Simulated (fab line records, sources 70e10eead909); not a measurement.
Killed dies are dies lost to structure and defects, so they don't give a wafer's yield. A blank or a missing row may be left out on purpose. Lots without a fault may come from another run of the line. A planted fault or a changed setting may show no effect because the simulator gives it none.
Which tool did it? | flow nand_harc | 15 lots, 43 wafers sampled, at 5 steps of a route of 1302

WHAT THE GAUGES READ, wafer by wafer
NHARC_A_ONON_D1_THK_MEAS_05: measures by ellipsometry.
lot  | measured     | on            | thk_nm (nm)
L870 | day 7 13:13  | film_metro-01 | 1000 1002 1002
L871 | day 8 05:06  | film_metro-01 | 1004 1002 1003
L873 | day 9 01:02  | film_metro-01 | 982 981 983
L874 | day 9 09:16  | film_metro-01 | 997 998 999
L875 | day 9 19:44  | film_metro-01 | 995 993 995
L877 | day 10 16:31 | film_metro-01 | 984 986 984
L878 | day 11 08:43 | film_metro-01 | 994 994 995
L880 | day 12 06:46 | film_metro-02 | 979 980 978
L881 | day 12 12:04 | film_metro-01 | 1011 1010 1009
L882 | day 12 21:24 | film_metro-02 | 999 996 997
L888 | day 15 15:44 | film_metro-01 | 1011 649 1010
L889 | day 15 20:46 | film_metro-02 | 997 998 997
L890 | day 16 07:21 | film_metro-02 | 650 651
L891 | day 16 10:34 | film_metro-01 | 646 1007
L892 | day 17 02:58 | film_metro-01 | 999 999 999

WHICH TOOL RAN EACH LOT (tool, then ch and the chambers of the sampled wafers, then the start)
lot  | NHARC_P_BONDPAD_STRIP_15           | NHARC_P_BONDPAD_CMP_19        | NHARC_A_ZERO_WELL_DESCUM_12        | NHARC_A_ONON_D1_DEP_03
L870 | rie_diel-09 ch 0,2,3, day 6 11:13  | cmp-03 ch 2,3, day 6 12:51    | rie_diel-07 ch 0,1, day 6 14:50    | pecvd_onon-01 ch 0, day 7 12:46
L871 | rie_diel-06 ch 0,3, day 7 00:01    | cmp-03 ch 0,1, day 7 01:41    | rie_diel-11 ch 0,3, day 7 03:41    | pecvd_onon-02 ch 0, day 8 04:38
L873 | rie_diel-01 ch 0,1,3, day 7 18:08  | cmp-01 ch 0,1,3, day 7 19:46  | rie_diel-11 ch 0,1,2, day 7 21:46  | pecvd_onon-04 ch 0, day 9 00:32
L874 | rie_diel-06 ch 0,2,3, day 8 07:07  | cmp-03 ch 1,3, day 8 09:02    | rie_diel-11 ch 0,1, day 8 11:05    | pecvd_onon-04 ch 0, day 9 08:49
L875 | rie_diel-06 ch 0,2,3, day 8 16:50  | cmp-03 ch 1,2,3, day 8 18:33  | rie_diel-04 ch 0,3, day 8 20:22    | pecvd_onon-02 ch 0, day 9 19:17
L877 | rie_diel-06 ch 0,1,3, day 9 14:34  | cmp-03 ch 1,2,3, day 9 16:11  | rie_diel-11 ch 0,2, day 9 18:10    | pecvd_onon-02 ch 0, day 10 16:00
L878 | rie_diel-06 ch 0,1,3, day 10 05:11 | cmp-01 ch 0,1,3, day 10 06:52 | rie_diel-07 ch 0,1,3, day 10 08:49 | pecvd_onon-04 ch 0, day 11 08:12
L880 | rie_diel-01 ch 0,2,3, day 11 01:40 | cmp-01 ch 0,1,2, day 11 03:19 | rie_diel-11 ch 0,1,3, day 11 05:11 | pecvd_onon-04 ch 0, day 12 06:16
L881 | rie_diel-01 ch 0,1, day 11 10:04   | cmp-03 ch 1,3, day 11 11:42   | rie_diel-11 ch 1,2, day 11 13:35   | pecvd_onon-04 ch 0, day 12 11:33
L882 | rie_diel-06 ch 1,3, day 11 16:47   | cmp-01 ch 0,1,2, day 11 18:24 | rie_diel-07 ch 1,2,3, day 11 20:20 | pecvd_onon-01 ch 0, day 12 20:57
L888 | rie_diel-06 ch 1,2,3, day 14 07:37 | cmp-03 ch 1,2,3, day 14 09:17 | rie_diel-11 ch 0,1,3, day 14 11:13 | pecvd_onon-04 ch 0, day 15 15:19
L889 | rie_diel-01 ch 0,1,3, day 14 19:22 | cmp-03 ch 0,2,3, day 14 21:01 | rie_diel-11 ch 1,2,3, day 14 22:53 | pecvd_onon-02 ch 0, day 15 20:19
L890 | rie_diel-09 ch 0,1, day 15 04:52   | cmp-04 ch 0,3, day 15 06:31   | rie_diel-11 ch 2,3, day 15 08:32   | pecvd_onon-04 ch 0, day 16 06:54
L891 | rie_diel-01 ch 1,3, day 15 08:10   | cmp-03 ch 0,3, day 15 09:49   | rie_diel-11 ch 2,3, day 15 11:43   | pecvd_onon-04 ch 0, day 16 10:07
L892 | rie_diel-01 ch 0,3, day 16 00:22   | cmp-03 ch 0,1,3, day 16 02:08 | rie_diel-11 ch 0,1,3, day 16 04:04 | pecvd_onon-01 ch 0, day 17 02:38
- NHARC_P_BONDPAD_STRIP_15: strips in O2.
- NHARC_P_BONDPAD_CMP_19: polishes, t overpolish 30 s, cu recess touch 16 s, target thk 160.81 nm.
- NHARC_A_ZERO_WELL_DESCUM_12: chemistry O2, time 3 s.
- NHARC_A_ONON_D1_DEP_03: target thk 1000 nm.

WHAT THE TOOLS THEMSELVES READ (means of the sampled wafers that have a number; where no wafer has one, the mark that the record gives instead)
NHARC_P_BONDPAD_STRIP_15.
lot  | tool        | drypump_motor_current_A (A) | oes_product_au (a.u.) | rf_vpp_V (V) | showerhead_plenum_p_Torr (Torr) | throttle_valve_pct (%)
L870 | rie_diel-09 | 5.7                         | 1.011                 | 57.8         | 3.66                            | 17.031
L871 | rie_diel-06 | 6.3                         | 1.008                 | 58.8         | 3.52                            | 17.031
L873 | rie_diel-01 | 5.7                         | 1.002                 | 58.3         | 3.49                            | 17.034
L874 | rie_diel-06 | 6.0                         | 0.991                 | 58.1         | 3.60                            | 17.034
L875 | rie_diel-06 | 6.0                         | 0.990                 | 58.0         | 3.60                            | 17.042
L877 | rie_diel-06 | 5.8                         | 0.996                 | 58.1         | 3.55                            | 17.028
L878 | rie_diel-06 | 5.8                         | 0.989                 | 58.3         | 3.55                            | 17.029
L880 | rie_diel-01 | 5.6                         | 1.010                 | 57.8         | 3.49                            | 17.028
L881 | rie_diel-01 | 5.9                         | 1.008                 | 57.6         | 3.52                            | 17.027
L882 | rie_diel-06 | 5.6                         | 0.991                 | 56.5         | 3.52                            | 17.032
L888 | rie_diel-06 | 5.8                         | 0.986                 | 58.3         | 3.57                            | 17.037
L889 | rie_diel-01 | 5.7                         | 1.003                 | 57.6         | 3.49                            | 17.040
L890 | rie_diel-09 | 5.6                         | 0.990                 | 58.7         | 3.75                            | 17.031
L891 | rie_diel-01 | 5.8                         | 0.986                 | 58.2         | 3.58                            | 17.042
L892 | rie_diel-01 | 5.5                         | 0.991                 | 56.9         | 3.38                            | 17.037

NHARC_P_BONDPAD_CMP_19.
lot  | tool   | motor_current_A (A) | overpolish_run_s (s)
L870 | cmp-03 | 11.0                | 29.994
L871 | cmp-03 | 14.0                | 29.998
L873 | cmp-01 | 11.3                | 29.992
L874 | cmp-03 | 14.4                | 29.992
L875 | cmp-03 | 12.8                | 29.993
L877 | cmp-03 | 12.7                | 29.996
L878 | cmp-01 | 11.8                | 29.991
L880 | cmp-01 | 11.0                | 30.002
L881 | cmp-03 | 13.7                | 30.000
L882 | cmp-01 | 11.4                | 30.000
L888 | cmp-03 | 12.6                | 30.006
L889 | cmp-03 | 11.9                | 30.008
L890 | cmp-04 | 12.6                | 30.005
L891 | cmp-03 | 12.0                | 29.996
L892 | cmp-03 | 13.4                | 30.008

NHARC_A_ZERO_WELL_DESCUM_12.
lot  | tool        | drypump_motor_current_A (A) | oes_product_au (a.u.) | rf_vpp_V (V) | showerhead_plenum_p_Torr (Torr) | throttle_valve_pct (%)
L870 | rie_diel-07 | 6.2                         | 0.997                 | 57.4         | 1.87                            | 11.312
L871 | rie_diel-11 | 5.7                         | 1.011                 | 57.6         | 1.95                            | 11.314
L873 | rie_diel-11 | 6.2                         | 0.996                 | 57.1         | 1.89                            | 11.309
L874 | rie_diel-11 | 6.0                         | 0.996                 | 58.0         | 1.81                            | 11.321
L875 | rie_diel-04 | 5.8                         | 1.004                 | 58.2         | 1.92                            | 11.319
L877 | rie_diel-11 | 6.3                         | 1.010                 | 56.9         | 1.95                            | 11.309
L878 | rie_diel-07 | 6.1                         | 0.992                 | 57.8         | 1.85                            | 11.315
L880 | rie_diel-11 | 6.0                         | 0.996                 | 58.9         | 1.89                            | 11.312
L881 | rie_diel-11 | 6.4                         | 1.022                 | 58.2         | 1.97                            | 11.324
L882 | rie_diel-07 | 5.8                         | 0.995                 | 57.2         | 1.88                            | 11.321
L888 | rie_diel-11 | 5.9                         | 1.005                 | 57.5         | 1.89                            | 11.311
L889 | rie_diel-11 | 6.2                         | 0.993                 | 57.8         | 1.96                            | 11.309
L890 | rie_diel-11 | 6.0                         | 0.988                 | 57.8         | 2.02                            | 11.305
L891 | rie_diel-11 | 6.1                         | 0.992                 | 57.9         | 2.02                            | 11.311
L892 | rie_diel-11 | 5.9                         | 1.006                 | 57.7         | 1.88                            | 11.309

THE ANSWER, worked out from the rows above alone
Rule: what is usual is taken from the lots themselves. Put in order of their means at a reading, lots are off if they are a third of the lots or fewer, leave a main group of 4 or more, and stand apart from it by a gap of 3 or more times the standard deviation of the main group's means; of several such gaps the widest counts. A main group whose means are all the same, to the digits that the tables above print for the reading, isn't used. A lot without any number at a reading at which 4 lots or more have one is off too. The other lots that the step has rows for count as sound. The gauges are gone through in route order, then the tools' own readings, and for those a lot's mean is taken as printed above. The first step at which some lot is off is used, and at that step the reading that is off furthest; a lot without a number counts as furthest.
Off: L888, L890, L891, at NHARC_A_ONON_D1_THK_MEAS_05 (thk_nm). The main group: mean 995 nm, standard deviation 8.6.
A tool fits if, at a process step before that reading, it ran every lot that is off, and no sound lot after the first of them. The gauges at NHARC_A_ONON_D1_THK_MEAS_05 are tried like those tools. One fits: pecvd_onon-04 at NHARC_A_ONON_D1_DEP_03. Its last sound lot is L881 (day 12 11:33), its first lot that is off L888 (day 15 15:19): a fault that began between those two fits.

WHAT THE SIMULATOR HAD PUT IN
Process parameter drift: pecvd_onon-04, from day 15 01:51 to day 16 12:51, at NHARC_A_ONON_D1_DEP_03. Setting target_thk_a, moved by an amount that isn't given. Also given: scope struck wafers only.
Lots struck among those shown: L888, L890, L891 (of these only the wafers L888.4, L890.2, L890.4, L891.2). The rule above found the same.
